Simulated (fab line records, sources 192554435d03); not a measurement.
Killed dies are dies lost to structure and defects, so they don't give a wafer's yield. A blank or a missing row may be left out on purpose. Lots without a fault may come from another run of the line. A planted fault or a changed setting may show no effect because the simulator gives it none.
fab line records | flow n5_finfet
record lots=7 wafers=21 last_day=17
route steps=1938 shown BEOL_M9@1421
lots that met no fault: from a run of the same line without faults
start_h: hours from the record's first day to the start of the lot's first wafer shown | wait_h: hours since the lot's step before | " the same as in the row above | L1.1+2: a row that stands for several wafers | - no value, or no start given | * or withheld: withheld | < > ~ a bound
route shown NAME@n: a module of which the file shows steps, and the number in the route of the first | usual: mean/standard deviation of fault-free wafers | same: alike in all rows | chamber/n: place in a boat | sites: the reading at each site | _std_site: their standard deviation | _edge_site: outer sites' mean less inner sites' | radius_mm: how far each site lies from the wafer's centre | mask NAME#n: copy n | behind: the tool/chamber that last shaped the wafer | hold: why the lot was held/for how many hours/how that ended | device: the transistor (n, p or np) that didn't switch | end of line: the same wafers' tests at the end of the route | a step without rows: its recipe alone | killed: dies lost to structure and defects at the first sort, not the wafer's yield | map: a wafer's dies, x killed, . not, _ none there
set.NAME: the setting as run; set.NAME@STEP: as run at that earlier step | model.NAME: the simulator's own value behind a step, which no gauge read
lots at some steps of the route; a table a step, a row a wafer
services: from which hour (start_h, from the record's first day; less than 0 if before it) a tool's chamber was out of use, for how many hours, and why
## steps
# step N5_BEOL_M9_STRIP_67
# recipe chemistry=CF4 resist=SiARC power_w=300 bias_power_w=75 pressure_mtorr=50 cf4_flow_sccm=150 rf_frequency_hz=6e+07
# usual drypump_motor_current_A=5.52/0.25 oes_product_au=0.81/0.093 power_w=300.1/0.95 rf_vpp_V=271.2/1.5 showerhead_plenum_p_Torr=1.80/0.051 throttle_valve_pct=13.55/0.25
# columns lot.wafer tool chamber start_h wait_h drypump_motor_current_A oes_product_au power_w rf_hours_counter_h rf_vpp_V showerhead_plenum_p_Torr throttle_valve_pct
L149.3 rie_diel-01 2 209.52 0.0 5.72 0.69 300.5 242 271.9 1.84 14.12
L149.5 " 0 " " 5.43 0.76 299.4 - 269.3 1.72 13.67
L149.6 " 1 " " 5.48 0.97 300.2 - 272.1 1.83 13.03
L150.1 rie_diel-06 2 217.53 0.0 5.47 0.72 299.5 191 272.3 1.86 13.52
L150.4 " 3 " " 5.84 0.84 301.3 79 271.1 1.87 13.16
L150.6 " 1 " " 5.30 0.68 300.0 - 271.4 1.77 13.83
L151.1 rie_diel-06 1 228.79 0.0 5.30 0.68 300.8 231 271.7 1.77 13.83
L151.4 " 0 " " 5.80 0.69 300.9 243 268.9 1.79 13.95
L151.5 " 2 " " 5.42 0.71 297.7 - 272.0 1.86 13.54
L152.2 rie_diel-02 2 236.29 0.0 5.83 0.82 297.5 94 270.1 1.81 13.19
L152.3 " 1 " " 5.63 0.81 301.7 79 269.8 1.74 13.55
L152.5 " 3 " " 5.34 0.75 299.9 - 268.4 1.71 13.64
L163.1 rie_diel-01 0 317.63 0.0 5.43 0.74 300.6 194 269.1 1.71 13.75
L163.2 " 3 " " 5.13 0.81 299.1 96 272.1 1.79 13.74
L163.4 " 3 " " 5.13 0.81 300.3 - 271.2 1.79 13.74
L164.2 rie_diel-06 1 323.33 0.0 5.34 0.68 300.9 245 271.2 1.77 13.85
L164.3 " 2 " " 5.43 0.70 299.3 223 272.0 1.85 13.57
L164.6 " 2 " " 5.39 0.69 299.4 - 271.8 1.85 13.61
L166.2 rie_diel-01 3 341.12 0.0 5.17 0.80 299.5 103 271.5 1.79 13.78
L166.3 " 0 " " 5.39 0.73 300.1 201 267.8 1.71 13.75
L166.5 " 0 " " 5.41 0.73 301.1 - 269.6 1.71 13.76
# step N5_BEOL_M9_HM_OPEN_17
# recipe chemistry=Cl2/BCl3 target_depth_a=200 overetch_a=60 target=TiN mask_material=SOC ion_energy_ev=150 pressure_mtorr=10 icp_w=1000 bias_w=126 Cl2_flow_sccm=53.25 bcl3_flow_sccm=21.75 Ar_flow_sccm=25
# usual drypump_motor_current_A=5.2/0.42 oes_product_au=0.62/0.055 throttle_valve_pct=22.1/0.31
# columns lot.wafer tool chamber start_h wait_h drypump_motor_current_A oes_product_au rf_hours_counter_h throttle_valve_pct
L149.3 rie_metal-03 1 209.59 0.1 5.9 0.55 - 22.7
L149.5 " 1 " " 5.9 0.55 - 22.7
L149.6 " 0 " " 4.8 0.59 - 22.1
L150.1 rie_metal-02 0 217.57 0.0 5.6 0.65 37 22.2
L150.4 " 1 " " 5.9 0.67 - 21.8
L150.6 " 0 " " 5.5 0.65 - 22.2
L151.1 rie_metal-01 0 228.83 0.0 4.9 0.61 72 22.0
L151.4 " 0 " " 4.9 0.61 - 22.0
L151.5 " 1 " " 5.0 0.72 - 21.7
L152.2 rie_metal-01 0 236.33 0.0 4.9 0.61 73 22.0
L152.3 " 1 " " 5.0 0.71 - 21.7
L152.5 " 0 " " 4.9 0.62 - 22.0
L163.1 rie_metal-03 0 317.67 0.0 4.8 0.58 82 22.2
L163.2 " 0 " " 4.8 0.58 - 22.1
L163.4 " 0 " " 4.8 0.58 - 22.2
L164.2 rie_metal-01 1 323.37 0.0 5.0 0.70 25 21.7
L164.3 " 0 " " 4.9 0.60 - 22.0
L164.6 " 0 " " 4.9 0.60 - 22.0
L166.2 rie_metal-01 1 341.16 0.0 5.0 0.69 27 21.7
L166.3 " 0 " " 4.9 0.60 - 22.0
L166.5 " 1 " " 5.0 0.68 - 21.7
# step N5_BEOL_M9_STRIP_19
# recipe chemistry=O2 power_w=400 temp_c=40 pressure_mtorr=30 rf_frequency_hz=6e+07 bias_power_w=0 overash_fraction=0.2 o2_flow_sccm=225
# usual drypump_motor_current_A=5.57/0.25 oes_product_au=0.81/0.091 rf_vpp_V=3.7/0.6 showerhead_plenum_p_Torr=2.11/0.071 temp_c=39.99/0.096 throttle_valve_pct=16.59/0.22
# columns lot.wafer tool chamber start_h wait_h drypump_motor_current_A oes_product_au rf_hours_counter_h rf_vpp_V showerhead_plenum_p_Torr temp_c throttle_valve_pct
L149.3 rie_diel-02 3 209.67 0.1 5.37 0.75 165 4.0 2.00 39.95 16.72
L149.5 " 3 " " 5.33 0.75 - 3.8 2.00 39.88 16.74
L149.6 " 0 " " 5.11 0.68 - 3.0 2.16 40.02 16.91
L150.1 rie_diel-06 2 217.83 0.2 5.41 0.73 191 3.9 2.17 40.20 16.55
L150.4 " 1 " " 5.31 0.68 227 3.5 2.07 40.11 16.88
L150.6 " 2 " " 5.47 0.73 - 2.7 2.18 40.02 16.55
L151.1 rie_diel-01 3 228.94 0.1 5.17 0.84 69 1.8 2.13 40.12 16.92
L151.4 " 2 " " 5.71 0.68 248 3.9 2.15 40.02 17.18
L151.5 " 2 " " 5.70 0.67 - 2.5 2.15 39.91 17.18
L152.2 rie_diel-02 1 236.44 0.1 5.66 0.81 79 3.8 2.03 39.97 16.67
L152.3 " 3 " " 5.31 0.74 172 3.9 2.00 39.88 16.74
L152.5 " 3 " " 5.34 0.73 - 3.7 2.00 39.96 16.74
L163.1 rie_diel-06 1 317.88 0.2 5.30 0.67 244 3.8 2.06 39.97 16.90
L163.2 " 3 " " 5.90 0.80 110 3.8 2.21 40.00 16.44
L163.4 " 2 " " 5.36 0.69 222 3.6 2.16 40.03 16.61
L164.2 rie_diel-06 0 323.48 0.1 5.79 0.93 13 4.0 2.05 40.04 16.42
L164.3 " 3 " " 5.91 0.80 112 3.4 2.21 39.94 16.43
L164.6 " 0 " " 5.75 0.92 - 5.0 2.05 40.09 16.41
L166.2 rie_diel-06 0 341.27 0.1 5.78 0.91 19 3.7 2.04 40.02 16.45
L166.3 " 2 " " 5.43 0.69 230 4.4 2.16 39.98 16.64
L166.5 " 2 " " 5.40 0.68 - 4.3 2.16 40.00 16.63
# step N5_BEOL_M9_CD_MEAS_18
# recipe pitch_nm=140 target_cd_nm=70
# usual cd_nm=69.8/0.68
# columns lot.wafer tool chamber start_h wait_h cd_nm
L149.3 cd_sem-02 - 209.75 0.1 70.7
L149.5 " - " " 71.6
L149.6 " - " " 69.6
L150.1 cd_sem-01 - 217.90 0.0 68.4
L150.4 " - " " 68.8
L150.6 " - " " 68.6
L151.1 cd_sem-01 - 229.01 0.0 70.0
L151.4 " - " " 69.8
L151.5 " - " " 70.9
L152.2 cd_sem-03 - 236.51 0.1 68.4
L152.3 " - " " 69.4
L152.5 " - " " 68.7
L163.1 cd_sem-02 - 317.95 0.0 69.7
L163.2 " - " " 70.3
L163.4 " - " " 69.8
L164.2 cd_sem-02 - 323.55 0.1 71.2
L164.3 " - " " 69.6
L164.6 " - " " 70.2
L166.2 cd_sem-02 - 341.35 0.1 69.1
L166.3 " - " " 70.2
L166.5 " - " " 69.6
# step N5_BEOL_M9_COAT_63
# recipe resist=SOC temp_c=250 time_s=60 spin_rpm=1500 resist_thk_nm=60
# step N5_BEOL_M9_COAT_64
# recipe resist=SiARC temp_c=220 time_s=60 spin_rpm=1500 resist_thk_nm=12
# step N5_BEOL_M9_COAT_75
# recipe resist=underlayer temp_c=205 time_s=60 spin_rpm=1500 resist_thk_nm=5
# step N5_BEOL_M9_COAT_22
# recipe resist=CAR-EUV spin_rpm=1500 resist_thk_nm=30
# step N5_BEOL_M9_EBR_24
# recipe solvent=PGMEA ebr_width_mm=1.5
# step N5_BEOL_M9_SOFTBAKE_23
# recipe temp_c=110 time_s=60 resist=CAR-EUV
# step N5_BEOL_M9_EXPOSE_25
# recipe mask_id=V8 na=0.33 source_shape=annular sigma_inner=0.4 sigma_outer=0.8 polarization=unpolarized dose_mj=37.25
# step N5_BEOL_M9_PEB_26
# recipe peb_temp_c=100 peb_time_s=60 resist=CAR-EUV
# step N5_BEOL_M9_DEVELOP_27
# recipe develop_time_s=30 developer=TMAH resist=CAR-EUV rinse_liquid=surfactant_rinse dry=air_spin dev_temp_c=23
# usual chill_plate_temp_C=23.00/0.11 develop_time_s=30/0
# columns lot.wafer tool chamber start_h wait_h chill_plate_temp_C develop_time_s model.CAR-EUV_of_BEOL_M9_COAT_22.thk_nm
L149.3 litho_track-03 0 210.45 - 23.02 30 29.6
L149.5 " 0 " " 23.15 30 29.6
L149.6 " 0 " " 23.10 30 29.6
L150.1 litho_track-01 - 219.53 - - - 30
L150.4 " - " " - - 30
L150.6 " - " " - - 30
L151.1 litho_track-04 - 229.96 - - - 30
L151.4 " - " " - - 30.2
L151.5 " - " " - - 30
L152.2 litho_track-01 - 237.34 - - - 30
L152.3 " - " " - - 30
L152.5 " - " " - - 30.2
L163.1 litho_track-03 0 321.70 - 23.08 30 29.4
L163.2 " 0 " " 23.13 30 29.4
L163.4 " 0 " " 23.27 30 29.4
L164.2 litho_track-03 0 324.93 - 23.07 30 29.6
L164.3 " 0 " " 23.19 30 29.6
L164.6 " 0 " " 23.08 30 29.6
L166.2 litho_track-04 0 342.82 - 22.96 30 29.6
L166.3 " 0 " " 23.06 30 29.6
L166.5 " 0 " " 23.02 30 29.6
# step N5_BEOL_M9_CD_MEAS_28
# recipe target_cd_nm=70 landing_energy_ev=500 detector=se_inlens polarity=opening
# usual cd_nm=70.01/0.26
# columns lot.wafer tool chamber start_h wait_h cd_nm
L149.3 cd_sem-03 0 210.51 - 69.98
L149.5 " 0 " " 70.28
L149.6 " 0 " " 69.75
L150.1 cd_sem-01 0 219.59 - -
L150.4 " 0 " " -
L150.6 " 0 " " -
L151.1 cd_sem-03 0 230.02 - -
L151.4 " 0 " " -
L151.5 " 0 " " -
L152.2 cd_sem-02 0 237.40 - -
L152.3 " 0 " " -
L152.5 " 0 " " -
L163.1 cd_sem-02 0 321.76 - 70.01
L163.2 " 0 " " 69.90
L163.4 " 0 " " 69.95
L164.2 cd_sem-03 0 324.99 - 69.93
L164.3 " 0 " " 70.18
L164.6 " 0 " " 70.20
L166.2 cd_sem-01 0 342.88 - 69.61
L166.3 " 0 " " 69.58
L166.5 " 0 " " 69.67
## services
# columns tool chamber start_h hours kind
rie_diel-02 0 233.89 - clean
rie_diel-02 0 233.89 - consumable_replace:focus_ring
rie_diel-02 0 233.89 14.9 scheduled_down
rie_diel-02 0 233.89 14.9 vent_cycle
rie_diel-01 2 235.33 5.0 repair
rie_diel-01 2 242.52 - clean
rie_diel-01 2 242.52 - consumable_replace:focus_ring
rie_diel-01 2 242.52 17.4 scheduled_down
rie_diel-01 2 242.52 17.4 vent_cycle
rie_metal-01 - 243.20 14.6 pm
rie_diel-02 1 243.32 8.0 repair
rie_metal-02 1 247.55 14.2 repair
rie_diel-06 0 260.74 - clean
rie_diel-06 0 260.74 - consumable_replace:focus_ring
rie_diel-06 0 260.74 22.9 scheduled_down
rie_diel-06 0 260.74 22.9 vent_cycle
rie_diel-01 1 313.05 21.1 repair
rie_metal-03 - 321.59 1.4 pm
rie_metal-02 1 326.92 5.5 repair
rie_diel-06 1 339.35 - clean
rie_diel-06 1 339.35 - consumable_replace:focus_ring
rie_diel-06 1 339.35 14.3 scheduled_down
rie_diel-06 1 339.35 14.3 vent_cycle
rie_diel-06 3 342.18 7.7 repair
## key
first_sign step=N5_BEOL_M9_DEVELOP_27 reading=tool_record direction=missing
effect none on later readings
model_effect step=N5_BEOL_M9_DEVELOP_27 value=CAR-EUV_of_BEOL_M9_COAT_22.thk_nm without=29.6 struck=30.04
met_at N5_BEOL_M9_DEVELOP_27
struck_wafers L150.1,L150.4,L150.6,L151.1,L151.4,L151.5,L152.2,L152.3,L152.5
later_rows_left_out L150.1,L150.4,L150.6,L151.1,L151.4,L151.5,L152.2,L152.3,L152.5
sort_left_out L150.1,L150.4,L150.6,L151.1,L151.4,L151.5,L152.2,L152.3,L152.5
fault kind=skipped_step_whole tool=litho_track-01,litho_track-04 chamber=- onset_h=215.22 steps=N5_BEOL_M9_DEVELOP_27 scope=struck_lots_only
# sort_left_out: the simulated sort isn't trusted on such a fault, so these wafers' sort isn't shown, and their yield isn't known
# later_rows_left_out: the simulator's readings of these wafers behind a module that went badly wrong aren't trusted and aren't shown, but for the sort
